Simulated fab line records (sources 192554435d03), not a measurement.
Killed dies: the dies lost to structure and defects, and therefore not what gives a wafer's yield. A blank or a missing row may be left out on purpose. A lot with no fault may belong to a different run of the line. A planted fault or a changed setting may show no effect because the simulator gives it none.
Lot-split experiment / flow n5Finfet / 39 wafers read across 7 lots, on a route 1938 steps long

## THE SPLIT ITSELF
At N5_DUMMY_GATE_ETCH_32 (etches SiO2 in CF4, target depth 3.5 nm, time 3.9 s), the setting timeS was moved away from the recipe's 3.9 s on 18 of the 39 wafers read, by -19.9% to +20.3%. All remaining wafers had this setting at the recipe value.

The split's own step is where the reading is taken.

## THE READING
etch.depthNm (the simulator's own value, which no gauge read), in nm, at N5_DUMMY_GATE_ETCH_32 (etches SiO2 in CF4, target depth 3.5 nm, time 3.9 s). There is no usual value for it anywhere in the file. Average 3.509 nm, standard deviation 0.045 nm, over the 21 wafers here run with the recipe.

wafer=L074.1; tool, chamber at the split=rieSi-02, 3; timeS as run, s=3.9; against the recipe=recipe; etch.depthNm, nm=3.543; against lot-mates on the recipe=-
wafer=L074.2; tool, chamber at the split=rieSi-02, 2; timeS as run, s=3.9; against the recipe=recipe; etch.depthNm, nm=3.438; against lot-mates on the recipe=-
wafer=L074.3; tool, chamber at the split=rieSi-02, 0; timeS as run, s=3.9; against the recipe=recipe; etch.depthNm, nm=3.459; against lot-mates on the recipe=-
wafer=L074.4; tool, chamber at the split=rieSi-02, 1; timeS as run, s=4.178; against the recipe=+7.1%; etch.depthNm, nm=3.754; against lot-mates on the recipe=+0.274
wafer=L074.5; tool, chamber at the split=rieSi-02, 3; timeS as run, s=4.178; against the recipe=+7.1%; etch.depthNm, nm=3.781; against lot-mates on the recipe=+0.301
wafer=L074.6; tool, chamber at the split=rieSi-02, 2; timeS as run, s=4.178; against the recipe=+7.1%; etch.depthNm, nm=3.704; against lot-mates on the recipe=+0.224
wafer=L075.1; tool, chamber at the split=rieSi-03, 1; timeS as run, s=4.691; against the recipe=+20.3%; etch.depthNm, nm=4.219; against lot-mates on the recipe=+0.698
wafer=L075.2; tool, chamber at the split=rieSi-03, 0; timeS as run, s=4.691; against the recipe=+20.3%; etch.depthNm, nm=4.196; against lot-mates on the recipe=+0.675
wafer=L075.3; tool, chamber at the split=rieSi-03, 3; timeS as run, s=3.9; against the recipe=recipe; etch.depthNm, nm=3.502; against lot-mates on the recipe=-
wafer=L075.4; tool, chamber at the split=rieSi-03, 2; timeS as run, s=3.9; against the recipe=recipe; etch.depthNm, nm=3.574; against lot-mates on the recipe=-
wafer=L075.5; tool, chamber at the split=rieSi-03, 0; timeS as run, s=3.9; against the recipe=recipe; etch.depthNm, nm=3.488; against lot-mates on the recipe=-
wafer=L075.6; tool, chamber at the split=rieSi-03, 3; timeS as run, s=4.691; against the recipe=+20.3%; etch.depthNm, nm=4.168; against lot-mates on the recipe=+0.647
wafer=L087.1; tool, chamber at the split=rieSi-03, 2; timeS as run, s=3.9; against the recipe=recipe; etch.depthNm, nm=3.581; against lot-mates on the recipe=-
wafer=L087.2; tool, chamber at the split=rieSi-03, 0; timeS as run, s=3.9; against the recipe=recipe; etch.depthNm, nm=3.514; against lot-mates on the recipe=-
wafer=L087.3; tool, chamber at the split=rieSi-03, 1; timeS as run, s=3.9; against the recipe=recipe; etch.depthNm, nm=3.552; against lot-mates on the recipe=-
wafer=L089.1; tool, chamber at the split=rieSi-01, 3; timeS as run, s=3.9; against the recipe=recipe; etch.depthNm, nm=3.462; against lot-mates on the recipe=-
wafer=L089.2; tool, chamber at the split=rieSi-01, 1; timeS as run, s=4.14; against the recipe=+6.2%; etch.depthNm, nm=3.642; against lot-mates on the recipe=+0.164
wafer=L089.3; tool, chamber at the split=rieSi-01, 0; timeS as run, s=3.9; against the recipe=recipe; etch.depthNm, nm=3.522; against lot-mates on the recipe=-
wafer=L089.4; tool, chamber at the split=rieSi-01, 2; timeS as run, s=4.14; against the recipe=+6.2%; etch.depthNm, nm=3.699; against lot-mates on the recipe=+0.221
wafer=L089.5; tool, chamber at the split=rieSi-01, 2; timeS as run, s=4.14; against the recipe=+6.2%; etch.depthNm, nm=3.671; against lot-mates on the recipe=+0.193
wafer=L089.6; tool, chamber at the split=rieSi-01, 3; timeS as run, s=3.9; against the recipe=recipe; etch.depthNm, nm=3.45; against lot-mates on the recipe=-
wafer=L091.1; tool, chamber at the split=rieSi-03, 2; timeS as run, s=4.628; against the recipe=+18.7%; etch.depthNm, nm=4.26; against lot-mates on the recipe=+0.707
wafer=L091.2; tool, chamber at the split=rieSi-03, 0; timeS as run, s=4.628; against the recipe=+18.7%; etch.depthNm, nm=4.18; against lot-mates on the recipe=+0.627
wafer=L091.3; tool, chamber at the split=rieSi-03, 1; timeS as run, s=4.628; against the recipe=+18.7%; etch.depthNm, nm=4.201; against lot-mates on the recipe=+0.648
wafer=L091.4; tool, chamber at the split=rieSi-03, 3; timeS as run, s=3.9; against the recipe=recipe; etch.depthNm, nm=3.505; against lot-mates on the recipe=-
wafer=L091.5; tool, chamber at the split=rieSi-03, 2; timeS as run, s=3.9; against the recipe=recipe; etch.depthNm, nm=3.591; against lot-mates on the recipe=-
wafer=L091.6; tool, chamber at the split=rieSi-03, 3; timeS as run, s=3.9; against the recipe=recipe; etch.depthNm, nm=3.562; against lot-mates on the recipe=-
wafer=L092.1; tool, chamber at the split=rieSi-02, 0; timeS as run, s=3.9; against the recipe=recipe; etch.depthNm, nm=3.472; against lot-mates on the recipe=-
wafer=L092.2; tool, chamber at the split=rieSi-02, 2; timeS as run, s=3.122; against the recipe=-19.9%; etch.depthNm, nm=2.775; against lot-mates on the recipe=-0.714
wafer=L092.3; tool, chamber at the split=rieSi-02, 1; timeS as run, s=3.122; against the recipe=-19.9%; etch.depthNm, nm=2.807; against lot-mates on the recipe=-0.682
wafer=L092.4; tool, chamber at the split=rieSi-02, 3; timeS as run, s=3.122; against the recipe=-19.9%; etch.depthNm, nm=2.85; against lot-mates on the recipe=-0.639
wafer=L092.5; tool, chamber at the split=rieSi-02, 2; timeS as run, s=3.9; against the recipe=recipe; etch.depthNm, nm=3.45; against lot-mates on the recipe=-
wafer=L092.6; tool, chamber at the split=rieSi-02, 3; timeS as run, s=3.9; against the recipe=recipe; etch.depthNm, nm=3.546; against lot-mates on the recipe=-
wafer=L093.1; tool, chamber at the split=rieSi-01, 3; timeS as run, s=3.9; against the recipe=recipe; etch.depthNm, nm=3.483; against lot-mates on the recipe=-
wafer=L093.2; tool, chamber at the split=rieSi-01, 0; timeS as run, s=3.471; against the recipe=-11.0%; etch.depthNm, nm=3.17; against lot-mates on the recipe=-0.324
wafer=L093.3; tool, chamber at the split=rieSi-01, 1; timeS as run, s=3.471; against the recipe=-11.0%; etch.depthNm, nm=3.062; against lot-mates on the recipe=-0.432
wafer=L093.4; tool, chamber at the split=rieSi-01, 2; timeS as run, s=3.9; against the recipe=recipe; etch.depthNm, nm=3.498; against lot-mates on the recipe=-
wafer=L093.5; tool, chamber at the split=rieSi-01, 2; timeS as run, s=3.9; against the recipe=recipe; etch.depthNm, nm=3.501; against lot-mates on the recipe=-
wafer=L093.6; tool, chamber at the split=rieSi-01, 1; timeS as run, s=3.471; against the recipe=-11.0%; etch.depthNm, nm=3.052; against lot-mates on the recipe=-0.442

THE FIT
A straight line over all 39 wafers: etch.depthNm changes by +0.0354 nm for each +1% of timeS; r = +0.99; the points scatter about the line by 0.048 nm.
The same after taking each lot's own level away (the mean of its wafers on the recipe; 39 wafers): +0.0344 nm for each +1%; r = +0.99; scatter 0.038 nm.
Per that fit: largest timeS move, reading shift of 0.7 nm.
Across the lots, their own levels run from 3.4780 to 3.5527 nm, a range of 1.7 times the standard deviation given above.
The two slopes agree, so the slope changes little with the lot-to-lot level.
Check: +0.696 nm against its lot-mates is what the line predicts for one of the wafers moved furthest among these (+20.3%) when that wafer is left out of the fit. It came out at +0.698 nm against them.

## THESE WAFERS: OTHER SPLITS
Note: prior to the reading, these wafers also went through further splits. Each is held against what the fit with the lots' levels taken away leaves over:
other split on the same wafers=N5_WELL_APT_EXPOSE_22 doseMj; wafers away from the commonest value=12; r with etch.depthNm (lot level and that fit taken away)=+0.01
other split on the same wafers=N5_FIN_SAQP_HM_DEP_72 targetThkA; wafers away from the commonest value=9; r with etch.depthNm (lot level and that fit taken away)=+0.07
other split on the same wafers=N5_FIN_SAQP_ETCH_52 sourceW; wafers away from the commonest value=12; r with etch.depthNm (lot level and that fit taken away)=-0.11
other split on the same wafers=N5_DUMMY_GATE_ETCH_37 sourceW; wafers away from the commonest value=9; r with etch.depthNm (lot level and that fit taken away)=+0.06
other split on the same wafers=N5_DUMMY_GATE_ETCH_31 targetDepthA; wafers away from the commonest value=15; r with etch.depthNm (lot level and that fit taken away)=-0.05

## THE FILE'S OWN FIT
etch.depthNm changes by +0.0344 nm for each +1% of timeS, r = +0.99.
